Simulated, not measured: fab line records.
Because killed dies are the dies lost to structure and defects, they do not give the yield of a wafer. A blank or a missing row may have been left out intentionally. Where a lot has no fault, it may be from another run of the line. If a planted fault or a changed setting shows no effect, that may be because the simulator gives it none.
Comparing a struck lot with a sound one + flow n5-finfet + 16 out of 1938 route steps
Sound: these wafers, L750.1, L750.2, L750.5. Struck: wafer L757.3 (left out: L757.6, a lot-mate that was not struck); the cause follows at the end.
For every step that has rows: the tool of each side, followed by ch and its chambers, followed by its first start. Under that, the readings that differ: sound wafers + struck wafers + difference of the means + sigmas: that difference in standard deviations of wafers without a fault.
alike: words and numbers the same on both sides, and readings whose means are apart by under 2 such deviations; not compared: readings that were withheld, readings missing a value for some wafer, numbers with overlapping values and no deviation given by the record, and bounds like >300 which may hide the same value.
The two part at a step that has a row with sigmas, a row that says differs or no value, or rows on one side only. When numbers do not overlap yet have no deviation, they are printed without sigmas and do not part them. Lack of a reading on every wafer of one side parts them only where that side has two or more wafers.

N5_HKMG_FIN_STRIP_93: strips SOC in N2/H2, time 20 s.
  sound on rie-diel-02 ch 0,3, day 4 18:15; struck on rie-diel-06 ch 3, day 6 06:19
  alike: drypump-motor-current-A, oes-product-au, rf-vpp-V, showerhead-plenum-p-Torr, throttle-valve-pct
  not compared: rf-hours-counter-h
then, 1 step without rows for these wafers: N5_HKMG_FIN_WET_ETCH_76 (etches Al2O3 in dNH4OH, stops on La2O3, target depth 2.25 nm, rinse time 30 s).
N5_HKMG_FIN_STRIP_60: strips in N2/H2, time 360 s.
  sound on plasma-asher-01 ch 0,1, day 4 18:24; struck on plasma-asher-02 ch 1, day 6 06:38
  alike: drypump-motor-current-A, heater-power-w
  not compared: rf-hours-counter-h
then, 2 steps without rows for these wafers: N5_HKMG_FIN_WET_ETCH_77 (etches La2O3 in dHCl, stops on HfO2, target depth 2 nm); N5_HKMG_FIN_WET_ETCH_78 (etches Al2O3 in dNH4OH, stops on La2O3, target depth 4.5 nm, rinse time 30 s).
N5_HKMG_FIN_ALD_79: deposits TiN, target thk 1.5 nm, pulse time 1 s, purge time 3 s.
  sound on ald-metal-01 ch 0,2, day 4 18:53; struck on ald-metal-03 ch 2, day 6 06:59
  alike: heater-power-w, precursor-pulse-height-rel
  not compared: ald-cycles
N5_HKMG_FIN_CVD_62: deposits a-Si from Si2H6, target thk 3 nm, time 20.8 s.
  sound on thermal-cvd-si-02 ch 0,2, day 4 19:15; struck on thermal-cvd-si-01 ch 2, day 6 07:25
  alike: heater-power-w
then, 5 steps without rows for these wafers: N5_HKMG_FIN_RTA_80 (time 2 s); N5_HKMG_FIN_PRECLEAN_64 (cleans in dHF, time 30 s); N5_HKMG_FIN_WET_ETCH_65 (etches a-Si in TMAH, stops on TiN, time 49 s, target depth 3 nm); N5_HKMG_FIN_WET_ETCH_81 (etches TiN in SC1, stops on HfO2, time 57 s, target depth 6 nm); N5_HKMG_FIN_WET_ETCH_82 (etches La2O3 in dHCl, stops on HfO2, target depth 2 nm, rinse time 30 s).
N5_HKMG_FIN_ALD_36: deposits TiN, target thk 1 nm, pulse time 1 s, purge time 3 s.
  sound on ald-metal-02 ch 1,3, day 4 19:40; struck on ald-metal-03 ch 2, day 6 07:49
| reading    | sound    | struck | difference | sigmas |
|------------|----------|--------|------------|--------|
| ald-cycles | 47 47 47 | 38     | -9         |        |
  alike: heater-power-w, precursor-pulse-height-rel
N5_HKMG_FIN_THK_MEAS_70: measures by xrf.
  sound on film-metro-01, day 4 19:57; struck on film-metro-02, day 6 08:05
  alike: HK_THK
-- record jumps: 4 days separate the struck wafers' starts on either side; left off in module HKMG_FIN, taken up again in module BEOL_M4, whose first shown step is the route's number 1111 --
N5_BEOL_M4_RC_MEAS_101:
  sound on prober-02 ch 0, day 8 22:22; struck on prober-01 ch 0, day 10 06:25
| reading       | sound          | struck | difference | sigmas |
|---------------|----------------|--------|------------|--------|
| SS_P (mV/dec) | 73.9 72.6 72.4 | 74.5   | +1.5       | +2     |
| VT_P (mV)     | -246 -249 -246 | -258   | -11        | -3     |
  alike: DIBL_N, DIBL_P, IOFF_N, IOFF_P, ION_N, ION_P, SS_N, VT_N
-- here the record skips 5 days between the struck wafers' starts before and after, leaving off in module BEOL_M4 and picking up in module PASSIVATION (first step shown: number 1936 of the route) --
N5_PASSIVATION_PROBE_49:
  sound on prober-02, day 13 18:02; struck on prober-02, day 15 02:43
  alike: defect-limited-yield, killed_at_M0_to_M3, killed_at_M4_up, killed-at-contacts, killed-at-front-end, killed-at-other, killed-dies, killed-open, killed-short, sort_bin_5_function, sort_bin_6_memory, sort-n-pass, sort-yield-pct

WHERE THEY PART
Within this record, at N5_BEOL_M4_RC_MEAS_101 only. Later steps at which nothing parts them and some readings are alike: N5_PASSIVATION_PROBE_49.

WHY: the cause the simulator had injected
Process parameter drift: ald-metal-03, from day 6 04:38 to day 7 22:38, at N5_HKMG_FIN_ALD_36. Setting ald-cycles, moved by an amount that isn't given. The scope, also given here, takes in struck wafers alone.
